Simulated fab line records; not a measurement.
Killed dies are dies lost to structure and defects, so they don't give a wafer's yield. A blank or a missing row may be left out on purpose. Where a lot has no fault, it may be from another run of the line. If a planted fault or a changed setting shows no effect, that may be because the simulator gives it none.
Code-filled problem report in 8D (eight disciplines) form -- flow nandHarc -- the parts of the form that need people (team, actions taken, sign-off) are left out

## 1. THE ISSUE
Wafers without a fault read 1.001 a.u., standard deviation 0.013; oesProductAu at NHARC_A_STAIRCASE_TRIM_224 reads a mean of 1.198 a.u. on 5 wafers belonging to 3 lots. That is +15 standard deviations from the usual mean.
The step: chemistry O2, time 211.2 s.
First observed at day 14 18:33: wafer L721.2, on rieDiel-03. At this step, 37 wafers from 13 lots have a number in the record. The rule behind "out" and "out of limits": a value lying over 4 standard deviations away from the usual mean. Any other wafer with a number is counted as sound.

## 2. WHAT IT IS; WHAT IT IS NOT
question,is,is not
which readings at this step,oesProductAu,"drypumpMotorCurrentA, rfVppV, showerheadPlenumPTorr, throttleValvePct"
which lots,"L721, L723, L724","L707, L708, L709, L710, L711, L712, L713, L717, L726, L728"
which wafers of those lots,"L721.2, L723.2, L723.5, L724.2, L724.5","L721.1, L724.4"
read on which tools,rieDiel-03,"rieDiel-02, rieDiel-12"
when,from day 14 18:33,"up to then (25 sound wafers); but 7 sound wafers of L724, L726, L728 came after"

## 3. THE SUSPECTS, EACH WITH WHAT RULES IT OUT
Counting: a tool at a process step up to the reading stays a suspect if it ran every lot that is out. Sound lots after the first of them don't rule it out here, since some wafers of a struck lot are sound.
- rieDiel-03 at NHARC_A_STAIRCASE_TRIM_224 (chemistry O2, time 211.2 s): kept. Every lot that is out went through it, the first being L721 (day 14 18:33); the last sound lot it ran before that was L711 (day 12 02:34). On those wafers its own readings are out: oesProductAu.
Left after counting: rieDiel-03 at NHARC_A_STAIRCASE_TRIM_224.

## 4. THE CAUSE (what the simulator had put in)
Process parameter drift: rieDiel-03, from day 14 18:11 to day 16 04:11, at NHARC_A_STAIRCASE_TRIM_224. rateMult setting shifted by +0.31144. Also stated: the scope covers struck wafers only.
After counting, this tool was the only one left.

## 5. THE EFFECT CHAIN, in route order
Rows list readings where the struck wafers' mean (over those with a number) sits beyond 3 standard deviations from the usual. Scope: only readings with a usual standard deviation given in the record; hours: median across lots of the time from each lot's start at the first step in this table that gives one to its start at this step; sigmas: change in usual standard deviations.
hours,step,reading,usual,on struck wafers,change,sigmas
0,NHARC_A_STAIRCASE_TRIM_224,oesProductAu,1.001 a.u.,1.198,+0.197,+15
Here are the process steps it includes:
- NHARC_A_STAIRCASE_TRIM_224: chemistry O2, time 211.2 s.
At these later measuring or inspecting steps, every struck wafer for which the step has a row has a number for every such reading, and none has moved that far: NHARC_END_SORT_01.

## 6. HOW IT WOULD HAVE BEEN CAUGHT EARLIER
First out-of-limits reading in this record: day 14 18:33, which is 0 hours after fault onset at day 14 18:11.
